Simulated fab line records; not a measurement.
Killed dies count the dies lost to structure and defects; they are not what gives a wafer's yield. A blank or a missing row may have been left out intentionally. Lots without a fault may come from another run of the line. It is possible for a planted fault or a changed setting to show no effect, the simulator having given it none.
fab line records	flow n5-finfet
record: lots: 6	wafers: 18	last-day: 17
route steps=1938 shown FIN_SAQP@131 BEOL_M4@1111 PASSIVATION@1936
lots that met no fault: taken from a fault-free run of the same line
start-h: start of the lot's first displayed wafer, in hours after the record's first day	wait-h: hours elapsed since this lot's preceding step	" as in the row above	L1.1+2: one row covering several wafers at once	- no value, or no start was given	* or withheld: withheld	< > ~ a bound
route shown NAME@n: names a module that has steps shown in the file, with the first one's number in the route	usual: the fault-free wafers' mean and standard deviation	same: alike in all rows	chamber/n: place in a boat	sites: the reading at each site	_std_site: standard deviation of those values	_edge_site: outer sites' mean less inner sites'	radius-mm: for every site, how far away it sits from the centre of the wafer	mask NAME#n: copy n	behind: the tool/chamber that last shaped the wafer	hold: reason for holding the lot/hours on hold/outcome of the hold	device: the transistor (n, p or np) that didn't switch	end of line: the tests these same wafers got at the end of their route	where a step has no rows: the recipe by itself	killed: the dies lost at the first sort to structure and to defects; this is not the yield of the wafer	map: the dies of a wafer, with x for killed, . for not killed, _ for no die there
set.NAME: the setting as run; set.NAME@STEP: as run at that earlier step	model.NAME: the simulator's own value behind a step, which no gauge read
certain route steps with their lots: each step a table, each wafer a row
services: when a tool's chamber went out of use (start-h, in hours from the record's first day, below 0 if earlier), for how many hours, and the reason
== steps ==
step: N5_FIN_SAQP_MANDREL_ETCH_58
recipe: chemistry: HBr/Cl2	target: a-Si	target-depth-a: 450	bt-time-s: 10	stop-on: SiNx	mask-material: SiO2	over-etch-frac: 0.8	time-s: 27	pressure-mtorr: 10	icp-w: 800	bias-w: 75	HBr_flow_sccm: 150	Cl2_flow_sccm: 80	ends: end-point
step: N5_FIN_SAQP_RECESS_63
recipe: chemistry: HF/NH3	target: SiO2	target-depth-a: 180	afs-cycles: 3	temp-c: 30	sublimation-temp-c: 180	sublimation-time-s: 60
usual: drypump-motor-current-A: 5.6/0.44
lot.wafer	tool	chamber	start-h	wait-h	drypump-motor-current-A
L717.1	vapor-etch-01	1	73.13	0.1	6.2
L717.3	"	0	"	"	5.2
L717.4	"	1	"	"	6.2
L718.1	vapor-etch-02	1	78.92	0.1	5.1
L718.3	"	0	"	"	5.7
L718.5	"	1	"	"	5.1
L722.1	vapor-etch-02	0	104.38	0.1	5.7
L722.3	"	1	"	"	5.1
L722.6	"	0	"	"	5.6
L723.1	vapor-etch-02	1	109.58	0.1	5.1
L723.4	"	0	"	"	5.7
L723.5	"	1	"	"	5.1
L729.1	vapor-etch-01	1	146.06	0.1	6.2
L729.2	"	0	"	"	5.2
L729.5	"	0	"	"	5.2
L730.1	vapor-etch-02	1	150.79	0.3	5.1
L730.2	"	0	"	"	5.7
L730.3	"	1	"	"	5.1
step: N5_FIN_SAQP_COAT_68
recipe: resist: SOC	temp-c: 250	time-s: 60	spin-rpm: 1500	resist-thk-nm: 100
step: N5_FIN_SAQP_ETCH_69
recipe: chemistry: N2/H2	target: SOC	target-depth-a: 1500	stop-on: SiNx	ion-energy-ev: 100	bias-w: 61	pressure-mtorr: 30	source-w: 850	n2-flow-sccm: 200	h2-flow-sccm: 200
usual: drypump-motor-current-A: 5.8/0.58	oes-product-au: 0.76/0.069	rf-fwd-power-W: 844/3.3	rf-vpp-V: 240.3/1.3	showerhead-plenum-p-Torr: 2.52/0.074	throttle-valve-pct: 17.84/0.14
lot.wafer	tool	chamber	start-h	wait-h	drypump-motor-current-A	oes-product-au	rf-fwd-power-W	rf-hours-counter-h	rf-vpp-V	showerhead-plenum-p-Torr	throttle-valve-pct
L717.1	rie-diel-06	2	73.58	-	5.3	0.88	847	26	238.6	2.49	17.48
L717.3	"	0	"	"	6.4	0.75	844	125	240.0	2.45	17.91
L717.4	"	1	"	"	5.8	0.66	849	216	240.7	2.63	17.93
L718.1	rie-diel-05	2	79.37	-	5.6	0.80	845	106	240.7	2.55	17.64
L718.3	"	0	"	"	5.3	0.69	840	189	240.9	2.65	17.93
L718.5	"	3	"	"	6.7	0.74	846	-	239.3	2.42	17.98
L722.1	rie-diel-06	2	104.82	-	5.3	0.87	846	38	241.8	2.49	17.52
L722.3	"	1	"	"	5.8	0.66	845	226	241.4	2.63	17.94
L722.6	"	0	"	"	6.4	0.74	843	-	240.3	2.45	17.93
L723.1	rie-diel-01	3	110.03	-	5.9	0.70	844	231	241.0	2.61	17.76
L723.4	"	1	"	"	5.3	0.76	845	150	242.2	2.54	17.99
L723.5	"	2	"	"	6.7	0.77	847	-	241.4	2.55	17.74
L729.1	rie-diel-06	0	146.51	-	6.4	0.74	844	150	239.4	2.44	17.96
L729.2	"	3	"	"	4.8	0.78	852	121	238.5	2.46	17.82
L729.5	"	0	"	"	6.4	0.74	844	-	240.2	2.44	17.95
L730.1	rie-diel-05	0	151.29	-	5.3	0.67	843	216	241.4	2.63	17.99
L730.2	"	3	"	"	6.7	0.73	841	194	239.2	2.41	18.01
L730.3	"	2	"	"	5.6	0.77	842	128	241.2	2.54	17.69
step: N5_FIN_SAQP_ETCH_67
recipe: chemistry: CH3F/O2	target: SiNx	target-depth-a: 300	mask-material: SOC	pressure-mtorr: 30	source-w: 395	bias-w: 73	Ar_flow_sccm: 150	CH3F_flow_sccm: 30	O2_flow_sccm: 20	ion-energy-ev: 120
step: N5_FIN_SAQP_STRIP_70
recipe: chemistry: N2/H2	power-w: 500	temp-c: 40	pressure-mtorr: 50	rf-frequency-hz: 6e+07	overash-fraction: 0.3	bias-power-w: 28	h2-frac: 0.5	n2-flow-sccm: 300	h2-flow-sccm: 300
step: N5_FIN_SAQP_RECESS_71
recipe: chemistry: HF/NH3	target: SiO2	target-depth-a: 30	afs-cycles: 1	temp-c: 30	sublimation-temp-c: 180	sublimation-time-s: 60
usual: drypump-motor-current-A: 5.5/0.42
lot.wafer	tool	chamber	start-h	wait-h	drypump-motor-current-A
L717.1	vapor-etch-02	0	73.74	0.0	5.7
L717.3	"	1	"	"	5.1
L717.4	"	0	"	"	5.6
L718.1	vapor-etch-01	1	79.53	0.0	6.3
L718.3	"	1	"	"	6.2
L718.5	"	0	"	"	5.2
L722.1	vapor-etch-01	1	104.99	0.0	6.2
L722.3	"	1	"	"	6.2
L722.6	"	1	"	"	6.3
L723.1	vapor-etch-01	1	110.19	0.0	6.2
L723.4	"	1	"	"	6.2
L723.5	"	1	"	"	6.2
L729.1	vapor-etch-02	1	146.67	0.0	5.1
L729.2	"	0	"	"	5.7
L729.5	"	0	"	"	5.7
L730.1	vapor-etch-02	1	151.46	0.0	5.1
L730.2	"	0	"	"	5.7
L730.3	"	0	"	"	5.7
step: N5_FIN_SAQP_SPACER2_ALD_28
recipe: material: SiO2	target-thk-a: 81	temp-c: 300	ald-precursor-family: BDEAS	ald-co-reactant: O2-plasma	pulse-time-s: 1	purge-time-s: 2	co-reactant-purge-time-s: 2	pressure-torr: 2
usual: heater-power-w: 461/46	precursor-pulse-height-rel: 0.999/0.021
lot.wafer	tool	chamber	start-h	wait-h	heater-power-w	precursor-pulse-height-rel	since-wet-clean-h
L717.1	ald-sin-03	3	73.89	0.1	529	1.034	263
L717.3	"	1	"	"	481	0.970	263
L717.4	"	0	"	"	430	0.992	263
L718.1	ald-sin-02	1	79.67	0.1	493	1.004	176
L718.3	"	3	"	"	408	0.971	176
L718.5	"	3	"	"	407	1.026	-
L722.1	ald-sin-03	1	105.13	0.1	500	1.000	294
L722.3	"	3	"	"	546	0.994	294
L722.6	"	3	"	"	546	1.009	-
L723.1	ald-sin-03	3	110.34	0.1	555	1.023	299
L723.4	"	0	"	"	432	1.020	299
L723.5	"	1	"	"	493	0.983	-
L729.1	ald-sin-02	0	146.82	0.1	510	1.001	244
L729.2	"	3	"	"	411	1.000	244
L729.5	"	2	"	"	445	0.981	-
L730.1	ald-sin-01	0	151.82	0.3	398	1.033	53
L730.2	"	2	"	"	440	1.011	53
L730.3	"	1	"	"	478	1.003	53
step: N5_FIN_SAQP_SPACER2_ETCHBACK_29
recipe: chemistry: CHF3/O2	mode: anisotropic-etchback	target: SiO2	target-depth-a: 122	time-s: 6.1	pressure-mtorr: 30	source-w: 650	bias-w: 170	Ar_flow_sccm: 200	CHF3_flow_sccm: 50	O2_flow_sccm: 5	ion-energy-ev: 200
step: N5_FIN_SAQP_MANDREL2_REMOVE_60
recipe: chemistry: HBr/Cl2/O2	bt-time-s: 10	target: a-Si	stop-on: SiNx	endpoint: OES-SiCl	over-etch-frac: 1	icp-w: 600	bias-w: 22	HBr_flow_sccm: 150	Cl2_flow_sccm: 80	O2_flow_sccm: 5	pressure-mtorr: 10
usual: drypump-motor-current-A: 5.6/0.32	oes-product-au: 0.997/0.015	throttle-valve-pct: 36.7/0.38
lot.wafer	tool	chamber	start-h	wait-h	drypump-motor-current-A	oes-product-au	rf-hours-counter-h	throttle-valve-pct
L717.1	rie-si-05	1	74.30	0.1	5.8	0.992	129	37.2
L717.3	"	3	"	"	5.3	1.015	61	36.4
L717.4	"	3	"	"	5.3	1.012	-	36.4
L718.1	rie-si-05	1	80.09	0.1	5.8	0.979	129	37.2
L718.3	"	3	"	"	5.3	1.012	61	36.4
L718.5	"	3	"	"	5.3	1.007	-	36.4
L722.1	rie-si-03	3	105.62	0.1	6.1	1.012	9	37.1
L722.3	"	1	"	"	6.1	0.969	170	37.3
L722.6	"	0	"	"	6.0	1.012	-	37.3
L723.1	rie-si-02	1	110.81	0.1	5.7	0.995	21	36.6
L723.4	"	3	"	"	5.3	0.979	-	36.5
L723.5	"	1	"	"	5.7	0.983	-	36.6
L729.1	rie-si-02	2	147.23	0.1	5.5	0.977	129	36.8
L729.2	"	3	"	"	5.3	0.992	33	36.5
L729.5	"	3	"	"	5.3	0.984	-	36.5
L730.1	rie-si-03	3	152.23	0.1	6.1	1.001	9	37.1
L730.2	"	2	"	"	5.3	1.008	54	36.8
L730.3	"	0	"	"	6.0	0.987	0	37.3
step: N5_FIN_SAQP_CD_MEAS_31
recipe: target-cd-nm: 8	landing-energy-ev: 1000	detector: se-inlens	polarity: line
usual: cd-nm: 8.12/0.22
lot.wafer	tool	chamber	start-h	wait-h	cd-nm
L717.1	cd-sem-03	0	74.41	0.1	8.02
L717.3	"	0	"	"	8.02
L717.4	"	0	"	"	7.91
L718.1	cd-sem-02	0	80.20	0.1	8.28
L718.3	"	0	"	"	8.54
L718.5	"	0	"	"	8.55
L722.1	cd-sem-02	0	105.73	0.1	7.87
L722.3	"	0	"	"	8.29
L722.6	"	0	"	"	8.29
L723.1	cd-sem-03	0	110.92	0.1	8.32
L723.4	"	0	"	"	8.20
L723.5	"	0	"	"	8.38
L729.1	cd-sem-02	0	147.34	0.1	8.16
L729.2	"	0	"	"	8.12
L729.5	"	0	"	"	7.98
L730.1	cd-sem-03	0	152.34	0.1	8.44
L730.2	"	0	"	"	8.12
L730.3	"	0	"	"	8.06
step: N5_FIN_SAQP_HM_OPEN_33
recipe: chemistry: CH3F/O2	target: SiNx	mask-material: SiO2	target-depth-a: 494	time-s: 70.6	pressure-mtorr: 30	source-w: 395	bias-w: 73	Ar_flow_sccm: 150	CH3F_flow_sccm: 30	O2_flow_sccm: 20	ion-energy-ev: 120	ends: cleared
step: N5_FIN_SAQP_ETCH_34
recipe: chemistry: C4F6/O2	target: SiO2	target-depth-a: 450	time-s: 15	ion-energy-ev: 250	pressure-mtorr: 30	source-w: 345	bias-w: 185	Ar_flow_sccm: 300	C4F6_flow_sccm: 10	O2_flow_sccm: 10	ends: cleared
usual: drypump-motor-current-A: 5.8/0.58	etch-rf-on-time-s: 15.1/0.33	mfc-ar-sccm: 299.8/0.94	oes_f_703_au: 0.77/0.065	oes-product-au: 0.65/0.059	rf-fwd-power-W: 336.5/1	rf-vpp-V: 660/10	showerhead-plenum-p-Torr: 2.81/0.076	throttle-valve-pct: 21.00/0.15
lot.wafer	tool	chamber	start-h	wait-h	drypump-motor-current-A	etch-rf-on-time-s	mfc-ar-sccm	oes_f_703_au	oes-product-au	rf-fwd-power-W	rf-hours-counter-h	rf-vpp-V	showerhead-plenum-p-Torr	throttle-valve-pct
L717.1	rie-diel-05	2	74.53	0.0	5.6	15.0	300.7	0.79	0.69	335.6	105	664	2.88	21.08
L717.3	"	3	"	"	6.7	13.9	299.5	0.97	0.67	418.9	167	581	2.72	21.21
L717.4	"	0	"	"	5.3	15.3	301.0	0.70	0.60	335.7	188	678	2.92	20.95
L718.1	rie-diel-05	1	80.43	0.0	6.0	14.7	300.5	0.92	0.77	337.1	27	663	2.79	21.09
L718.3	"	3	"	"	6.7	14.0	298.9	0.97	0.66	420.1	169	581	2.72	21.21
L718.5	"	2	"	"	5.6	15.1	299.5	0.79	0.69	336.2	-	666	2.88	21.08
L722.1	rie-diel-06	3	105.96	0.0	4.8	14.7	299.3	0.83	0.69	337.1	107	650	2.75	20.92
L722.3	"	2	"	"	5.3	14.8	298.5	0.86	0.75	334.4	39	674	2.77	20.66
L722.6	"	0	"	"	6.4	15.1	301.1	0.77	0.64	336.9	-	645	2.74	21.20
L723.1	rie-diel-06	3	111.20	0.0	4.8	14.8	300.8	0.82	0.69	337.2	109	649	2.75	20.93
L723.4	"	1	"	"	5.8	15.8	298.8	0.67	0.57	334.9	228	661	2.90	20.97
L723.5	"	1	"	"	5.8	15.6	301.0	0.67	0.58	338.2	-	662	2.90	20.96
L729.1	rie-diel-06	1	147.47	0.0	5.8	16.1	299.4	0.66	0.56	337.4	241	661	2.90	20.99
L729.2	"	2	"	"	5.4	15.0	299.9	0.83	0.73	336.9	52	674	2.76	20.68
L729.5	"	3	"	"	4.8	14.8	299.4	0.81	0.68	335.7	-	648	2.75	20.95
L730.1	rie-diel-05	3	152.59	0.0	6.7	15.3	300.1	0.74	0.62	339.3	195	645	2.71	21.22
L730.2	"	0	"	"	5.3	15.5	297.0	0.69	0.58	336.9	217	677	2.91	20.98
L730.3	"	1	"	"	6.0	14.7	299.5	0.87	0.73	333.7	56	662	2.78	21.13
step: N5_FIN_SAQP_STRIP_77
recipe: chemistry: N2/H2	time-s: 90	power-w: 100	temp-c: 40	pressure-mtorr: 100	rf-frequency-hz: 6e+07	bias-power-w: 3	n2-flow-sccm: 300	h2-flow-sccm: 300
step: N5_BEOL_M4_RC_MEAS_101
usual: DIBL_N: 36.5/2	DIBL_P: 36.5/2.3	IOFF_N: 0.16/0.036	IOFF_P: 0.21/0.037	ION_N: 672/12	ION_P: 459/7.1	SS_N: 71.6/0.73	SS_P: 73.4/0.76	VT_N: 250/3.3	VT_P: -250.5/2.9
lot.wafer	tool	chamber	start-h	wait-h	DIBL_N[mV/V]	DIBL_P[mV/V]	IOFF_N[nA/um]	IOFF_P[nA/um]	ION_N[uA/um]	ION_P[uA/um]	SS_N[mV/dec]	SS_P[mV/dec]	VT_N[mV]	VT_P[mV]
L717.1	prober-01	0	226.88	0.0	35.7	34.9	0.14	0.17	661	450	70.6	73.3	253	-253.3
L717.3	"	0	"	"	35.5	35.4	0.13	0.17	656	451	70.5	73.1	253	-254.8
L717.4	"	0	"	"	38.8	37.9	0.21	0.23	682	464	72.0	74.3	246	-250.4
L718.1	prober-02	0	229.43	0.0	35.0	35.5	0.13	0.18	672	459	71.7	72.7	250	-250.2
L718.3	"	0	"	"	32.3	32.5	0.11	0.15	662	457	71.0	71.9	253	-253.1
L718.5	"	0	"	"	35.6	37.0	0.16	0.22	679	464	71.3	73.5	247	-247.0
L723.1	prober-02	0	257.60	0.0	40.6	41.6	0.23	0.31	680	466	72.2	74.7	245	-246.1
L723.4	"	0	"	"	40.2	39.0	0.21	0.25	649	444	73.9	73.9	249	-250.4
L723.5	"	0	"	"	37.8	38.2	0.16	0.24	648	452	72.4	73.2	254	-251.2
L722.1	prober-01	0	259.25	0.0	38.0	39.0	0.22	0.24	690	463	72.4	74.0	246	-248.6
L722.3	"	0	"	"	35.1	36.7	0.16	0.21	676	462	71.2	73.1	249	-248.9
L722.6	"	0	"	"	37.5	37.8	0.18	0.23	654	450	72.8	73.5	251	-250.7
L730.1	prober-01	0	297.09	0.1	36.4	36.7	0.16	0.22	673	460	71.3	73.1	250	-250.8
L730.2	"	0	"	"	39.6	40.7	0.24	0.29	696	467	72.8	74.5	242	-244.7
L730.3	"	0	"	"	34.6	35.0	0.13	0.18	672	457	71.8	72.6	252	-252.3
L729.1	prober-02	0	297.75	0.0	35.9	35.4	0.14	0.17	673	456	71.2	73.2	253	-256.2
L729.2	"	0	"	"	36.1	36.0	0.13	0.18	663	453	71.7	72.7	254	-255.0
L729.5	"	0	"	"	37.2	37.3	0.16	0.20	682	459	71.3	73.0	251	-253.5
step: N5_PASSIVATION_PROBE_49
usual: defect-limited-yield: 91.4/1.4	killed_at_M0_to_M3: 33/11	killed_at_M4_up: 13/5.3	killed-at-contacts: 13/6.1	killed-at-front-end: 40/11	killed-at-other: 2.9/2.7	killed-dies: 102/17	killed-open: 68/13	killed-short: 32/7.5	sort_bin_5_function: 5.1/0.98	sort_bin_6_memory: 3.2/0.69	sort_bin_8_speed: 0.1/1.1	sort-n-pass: 1077/21	sort-yield-pct: 91.3/1.7
same: gross-dies: 1180	killed-at-back-side: 0	sort_bin_4_leakage[%]: 0
lot.wafer	tool	chamber	start-h	wait-h	defect-limited-yield[%]	killed_at_M0_to_M3	killed_at_M4_up	killed-at-contacts	killed-at-front-end	killed-at-other	killed-dies	killed-open	killed-short	sort_bin_5_function[%]	sort_bin_6_memory[%]	sort_bin_8_speed[%]	sort-n-pass	sort-yield-pct[%]
L718.1	prober-01	-	349.32	0.0	93.2	23	14	6	36	1	80	52	27	4.4	2.2	0	1100	93.2
L718.3	prober-01	-	349.42	0.1	92.9	27	16	14	27	0	84	45	33	4.4	2.5	0	1096	92.9
L718.5	prober-01	-	349.52	0.2	95.0	22	3	3	30	1	59	34	24	2.8	2.0	0	1121	95.0
L717.1	prober-02	-	350.59	0.0	91.0	33	15	15	41	2	106	73	32	5.4	3.4	0	1074	91.0
L717.3	prober-02	-	350.69	0.1	89.4	56	12	13	44	0	125	71	49	6.7	3.3	0	1055	89.4
L717.4	prober-02	-	350.74	0.2	90.4	47	8	11	42	5	113	75	38	5.7	3.5	0	1067	90.4
L722.1	prober-01	-	373.92	0.0	92.7	19	12	12	43	0	86	64	21	3.8	3.1	0	1094	92.7
L722.3	prober-01	-	374.02	0.1	90.9	35	19	13	34	6	107	81	23	5.5	3.4	0	1073	90.9
L722.6	prober-01	-	374.17	0.3	91.4	23	22	9	45	2	101	68	33	4.6	3.6	0	1079	91.4
L729.1	prober-01	-	408.97	0.0	92.3	34	9	18	21	9	91	68	22	4.6	3.1	0	1089	92.3
L729.2	prober-01	-	409.02	0.1	90.3	53	9	16	33	4	115	84	30	5.3	4.2	0	1065	90.3
L729.5	prober-01	-	409.17	0.2	90.4	45	20	21	26	1	113	82	28	6.1	3.3	0	1067	90.4
L730.1	prober-02	-	411.20	0.0	91.9	20	9	10	55	1	95	58	34	4.2	3.3	0	1085	91.9
L730.2	prober-02	-	411.25	0.1	91.4	35	8	13	37	8	101	63	37	5.3	3.0	0	1079	91.4
L730.3	prober-02	-	411.30	0.1	91.9	34	15	13	29	4	95	61	34	4.6	3.1	0	1085	91.9
killed by level:class
L718.1 STI_FIN_REVEAL:geometric-particle:open=13 BEOL_M0_SAQP:geometric-particle:short=9 DUMMY_GATE:geometric-particle:open=8 FIN_SAQP:geometric-particle:short=5 MOL_CONTACT_COAG:geometric-particle:open=5 BEOL_M0_SAQP:geometric-particle:open=4 BEOL_M2:geometric-particle:open=4 BEOL_M8:geometric-particle:open=4
L718.3 BEOL_M0_SAQP:geometric-particle:short=10 MOL_CONTACT_COAG:geometric-particle:open=7 MOL_CONTACT_COAG:geometric-particle:short=7 BEOL_M4:geometric-particle:open=7 FIN_SAQP:geometric-particle:open=6 STI_FIN_REVEAL:geometric-particle:open=6 BEOL_M0_SAQP:geometric-particle:open=6 FIN_SAQP:geometric-particle:short=4
L718.5 FIN_SAQP:geometric-particle:short=9 BEOL_M0_SAQP:geometric-particle:open=6 STARTING-WAFER:geometric-particle:short=5 FIN_SAQP:geometric-particle:open=4 BEOL_M1:geometric-particle:open=4 DUMMY_GATE:geometric-particle:open=3 MOL_CONTACT_COAG:geometric-particle:open=3 BEOL_M2:geometric-particle:open=3
L717.1 STI_FIN_REVEAL:geometric-particle:open=13 BEOL_M1:geometric-particle:open=11 MOL_CONTACT_COAG:geometric-particle:open=10 BEOL_M4:geometric-particle:open=10 BEOL_M3:geometric-particle:open=8 FIN_SAQP:geometric-particle:short=6 FIN_SAQP:geometric-particle:open=5 GATE_CUT:geometric-particle:short=5
L717.3 STI_FIN_REVEAL:geometric-particle:open=13 BEOL_M0_SAQP:geometric-particle:short=11 MOL_CONTACT_COAG:geometric-particle:open=10 BEOL_M3:geometric-particle:open=10 BEOL_M2:geometric-particle:open=8 BEOL_M1:geometric-particle:open=7 FIN_SAQP:geometric-particle:open=6 BEOL_M4:geometric-particle:open=6
L717.4 BEOL_M1:geometric-particle:open=18 STI_FIN_REVEAL:geometric-particle:open=14 FIN_SAQP:geometric-particle:short=12 BEOL_M0_SAQP:geometric-particle:short=8 BEOL_M3:geometric-particle:open=8 MOL_CONTACT_COAG:geometric-particle:open=7 BEOL_M0_SAQP:geometric-particle:open=7 FIN_SAQP:geometric-particle:open=5
L722.1 MOL_CONTACT_COAG:geometric-particle:open=11 FIN_SAQP:geometric-particle:open=10 ILD0:geometric-particle:open=10 BEOL_M3:geometric-particle:open=7 STI_FIN_REVEAL:geometric-particle:open=6 FIN_SAQP:geometric-particle:short=5 BEOL_M0_SAQP:geometric-particle:short=5 DUMMY_GATE:geometric-particle:open=4
L722.3 FIN_SAQP:geometric-particle:open=15 BEOL_M3:geometric-particle:open=12 MOL_CONTACT_COAG:geometric-particle:open=12 BEOL_M4:geometric-particle:open=8 BEOL_M2:geometric-particle:open=6 FIN_SAQP:geometric-particle:short=4 BEOL_M0_SAQP:geometric-particle:open=4 BEOL_M1:geometric-particle:open=4
L722.6 FIN_SAQP:geometric-particle:open=17 FIN_SAQP:geometric-particle:short=8 MOL_CONTACT_COAG:geometric-particle:open=8 BEOL_M4:geometric-particle:open=7 BEOL_M2:geometric-particle:open=6 BEOL_M0_SAQP:geometric-particle:open=5 BEOL_M3:geometric-particle:open=5 GATE_CUT:geometric-particle:short=4
L729.1 MOL_CONTACT_COAG:geometric-particle:open=17 STI_FIN_REVEAL:geometric-particle:open=9 BEOL_M0_SAQP:geometric-particle:open=9 BEOL_M0_SAQP:geometric-particle:short=6 PASS1_CAP:geometric-particle:open=6 BEOL_M1:geometric-particle:open=5 BEOL_M2:geometric-particle:open=4 BEOL_M3:geometric-particle:open=4
L729.2 BEOL_M2:geometric-particle:open=14 MOL_CONTACT_COAG:geometric-particle:open=12 BEOL_M1:geometric-particle:open=12 STI_FIN_REVEAL:geometric-particle:open=11 BEOL_M0_SAQP:geometric-particle:open=10 BEOL_M0_SAQP:geometric-particle:short=8 DUMMY_GATE:geometric-particle:open=5 BEOL_M3:geometric-particle:open=4
L729.5 MOL_CONTACT_COAG:geometric-particle:open=17 BEOL_M4:geometric-particle:open=11 BEOL_M0_SAQP:geometric-particle:short=9 BEOL_M1:geometric-particle:open=9 BEOL_M2:geometric-particle:open=8 BEOL_M0_SAQP:geometric-particle:open=7 BEOL_M3:geometric-particle:open=6 STI_FIN_REVEAL:geometric-particle:open=5
L730.1 FIN_SAQP:geometric-particle:open=16 FIN_SAQP:geometric-particle:short=11 MOL_CONTACT_COAG:geometric-particle:open=9 DUMMY_GATE:geometric-particle:open=8 BEOL_M1:geometric-particle:open=6 BEOL_M0_SAQP:geometric-particle:short=5 STI_FIN_REVEAL:geometric-particle:open=4 BEOL_M0_SAQP:geometric-particle:open=4
L730.2 BEOL_M1:geometric-particle:open=16 MOL_CONTACT_COAG:geometric-particle:open=12 FIN_SAQP:geometric-particle:short=11 FIN_SAQP:geometric-particle:open=8 STI_FIN_REVEAL:geometric-particle:open=7 STI_FIN_REVEAL:geometric-particle:short=5 PASS1_CAP:geometric-particle:short=5 BEOL_M1:geometric-particle:short=4
L730.3 BEOL_M1:geometric-particle:open=11 FIN_SAQP:geometric-particle:short=9 BEOL_M2:geometric-particle:open=9 MOL_CONTACT_COAG:geometric-particle:open=8 BEOL_M4:geometric-particle:open=7 FIN_SAQP:geometric-particle:open=6 BEOL_M0_SAQP:geometric-particle:open=6 MOL_CONTACT_COAG:geometric-particle:short=5
== services ==
tool	chamber	start-h	hours	kind
ald-sin-01	3	49.59	6.7	repair
ald-sin-02	0	50.67	7.0	repair
rie-diel-06	-	52.18	15.6	pm
vapor-etch-02	-	59.22	0.4	repair
ald-sin-01	2	68.45	16.5	repair
rie-si-05	0	72.29	-	clean
rie-si-05	0	72.29	12.0	scheduled-down
rie-si-05	0	72.29	12.0	vent-cycle
rie-diel-06	1	78.17	4.5	repair
ald-sin-01	-	85.25	14.0	pm
ald-sin-01	0	85.25	14.0	vent-cycle
rie-diel-05	-	88.48	0.2	repair
vapor-etch-01	-	102.10	1.6	repair
rie-diel-05	2	106.14	16.1	repair
ald-sin-01	2	109.21	3.2	repair
rie-si-02	0	110.44	-	clean
rie-si-02	0	110.44	14.5	scheduled-down
rie-si-02	0	110.44	14.5	vent-cycle
rie-si-03	-	110.53	2.8	pm
rie-diel-05	1	116.27	3.7	repair
rie-diel-06	2	128.59	2.3	repair
rie-si-03	0	129.17	-	clean
rie-si-03	0	129.17	15.0	scheduled-down
rie-si-03	0	129.17	15.0	vent-cycle
== key ==
first-sign: step: N5_FIN_SAQP_ETCH_34	reading: rf-fwd-power-W	direction: up	sigmas: 79	usual: *	struck: *
effect: step: N5_FIN_SAQP_ETCH_34	reading: rf-vpp-V	direction: down	sigmas: 7.7	usual: 660	struck: 581
met-at N5_FIN_SAQP_ETCH_34
struck-wafers L717.3,L718.3
fault: kind: process-parameter-drift	tool: rie-diel-05	chamber: 3	onset-h: 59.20	steps: N5_FIN_SAQP_ETCH_34	channel: source-w	offset: 82.8	shape: step	end-h: 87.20	acts-in: these-recipes-only	stated: 345
